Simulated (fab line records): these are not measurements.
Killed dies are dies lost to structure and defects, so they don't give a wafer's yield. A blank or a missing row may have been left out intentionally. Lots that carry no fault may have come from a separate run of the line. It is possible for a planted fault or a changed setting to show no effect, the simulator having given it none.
Chamber matching / flow nand_harc / rie_si-03 running NHARC_P_GATE_ETCH_32: 4 sister chambers
The step etches the open film in HBr/Cl2, target depth 150 nm, time 100.1 s. 16 wafers are shown with their chamber, then 8 later ones without.

## EACH WAFER AND ITS CHAMBER
wafer=L074.1; chamber=2; drypump_motor_current_A (A)=5.78; oes_product_au (a.u.)=1.004; throttle_valve_pct (%)=26.410
wafer=L074.5; chamber=1; drypump_motor_current_A (A)=6.21; oes_product_au (a.u.)=1.008; throttle_valve_pct (%)=26.405
wafer=L074.6; chamber=2; drypump_motor_current_A (A)=5.80; oes_product_au (a.u.)=0.990; throttle_valve_pct (%)=26.403
wafer=L076.1; chamber=2; drypump_motor_current_A (A)=5.81; oes_product_au (a.u.)=0.997; throttle_valve_pct (%)=26.408
wafer=L076.2; chamber=1; drypump_motor_current_A (A)=6.23; oes_product_au (a.u.)=1.018; throttle_valve_pct (%)=26.409
wafer=L076.4; chamber=0; drypump_motor_current_A (A)=6.03; oes_product_au (a.u.)=1.023; throttle_valve_pct (%)=26.407
wafer=L077.2; chamber=3; drypump_motor_current_A (A)=5.95; oes_product_au (a.u.)=1.010; throttle_valve_pct (%)=26.408
wafer=L077.3; chamber=2; drypump_motor_current_A (A)=5.77; oes_product_au (a.u.)=0.995; throttle_valve_pct (%)=26.390
wafer=L077.5; chamber=1; drypump_motor_current_A (A)=6.23; oes_product_au (a.u.)=1.024; throttle_valve_pct (%)=26.411
wafer=L079.2; chamber=0; drypump_motor_current_A (A)=6.03; oes_product_au (a.u.)=1.015; throttle_valve_pct (%)=26.403
wafer=L079.3; chamber=3; drypump_motor_current_A (A)=5.99; oes_product_au (a.u.)=1.017; throttle_valve_pct (%)=26.410
wafer=L079.6; chamber=3; drypump_motor_current_A (A)=5.99; oes_product_au (a.u.)=1.014; throttle_valve_pct (%)=26.401
wafer=L081.2; chamber=2; drypump_motor_current_A (A)=5.81; oes_product_au (a.u.)=0.996; throttle_valve_pct (%)=26.397
wafer=L081.3; chamber=1; drypump_motor_current_A (A)=6.23; oes_product_au (a.u.)=1.019; throttle_valve_pct (%)=26.404
wafer=L081.5; chamber=3; drypump_motor_current_A (A)=6.02; oes_product_au (a.u.)=1.011; throttle_valve_pct (%)=26.412
wafer=L086.3; chamber=0; drypump_motor_current_A (A)=6.02; oes_product_au (a.u.)=1.003; throttle_valve_pct (%)=26.406

SIGNATURES, as means of the wafers listed above
reading=drypump_motor_current_A; chamber 0=6.0267; chamber 1=6.2250; chamber 2=5.7940; chamber 3=5.9875; scatter within a chamber=0.0186
reading=oes_product_au; chamber 0=1.01367; chamber 1=1.01725; chamber 2=0.99640; chamber 3=1.01300; scatter within a chamber=0.00625
reading=throttle_valve_pct; chamber 0=26.40533; chamber 1=26.40725; chamber 2=26.40160; chamber 3=26.40775; scatter within a chamber=0.00562
Rule: a wafer lies at a distance from a chamber equal to the root of the sum of squares, over the readings, of (its reading less the chamber's mean, divided by the reading's scatter). The wafer belongs to the nearest chamber; if the next one is less than 2 further off, it can't be placed. The scatter: take each reading less its chamber's mean, square it, sum over the shown wafers, divide by the number of wafers less the number of chambers, and take the root.

## WAFERS WITH NO CHAMBER GIVEN
wafer=L086.4; drypump_motor_current_A (A)=5.99; oes_product_au (a.u.)=0.989; throttle_valve_pct (%)=26.409
wafer=L086.5; drypump_motor_current_A (A)=6.03; oes_product_au (a.u.)=1.001; throttle_valve_pct (%)=26.416
wafer=L088.1; drypump_motor_current_A (A)=5.78; oes_product_au (a.u.)=1.027; throttle_valve_pct (%)=26.404
wafer=L088.4; drypump_motor_current_A (A)=6.00; oes_product_au (a.u.)=0.995; throttle_valve_pct (%)=26.426
wafer=L088.5; drypump_motor_current_A (A)=5.99; oes_product_au (a.u.)=0.995; throttle_valve_pct (%)=26.406
wafer=L095.2; drypump_motor_current_A (A)=6.26; oes_product_au (a.u.)=0.996; throttle_valve_pct (%)=26.396
wafer=L095.3; drypump_motor_current_A (A)=6.01; oes_product_au (a.u.)=1.012; throttle_valve_pct (%)=26.392
wafer=L095.6; drypump_motor_current_A (A)=5.79; oes_product_au (a.u.)=1.028; throttle_valve_pct (%)=26.410

## WHICH CHAMBER EACH ONE RAN IN
wafer=L086.4; from the rows above=can't be placed: 3 or 0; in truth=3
wafer=L086.5; from the rows above=can't be placed: 0 or 3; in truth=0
wafer=L088.1; from the rows above=2; in truth=2
wafer=L088.4; from the rows above=can't be placed: 3 or 0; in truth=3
wafer=L088.5; from the rows above=can't be placed: 3 or 0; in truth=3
wafer=L095.2; from the rows above=1; in truth=1
wafer=L095.3; from the rows above=can't be placed: 0 or 3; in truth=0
wafer=L095.6; from the rows above=2; in truth=2
3 of 8 placed correctly. These rows do not allow placing 5 (true chamber among the candidates in 5). Placed wrongly: 0.
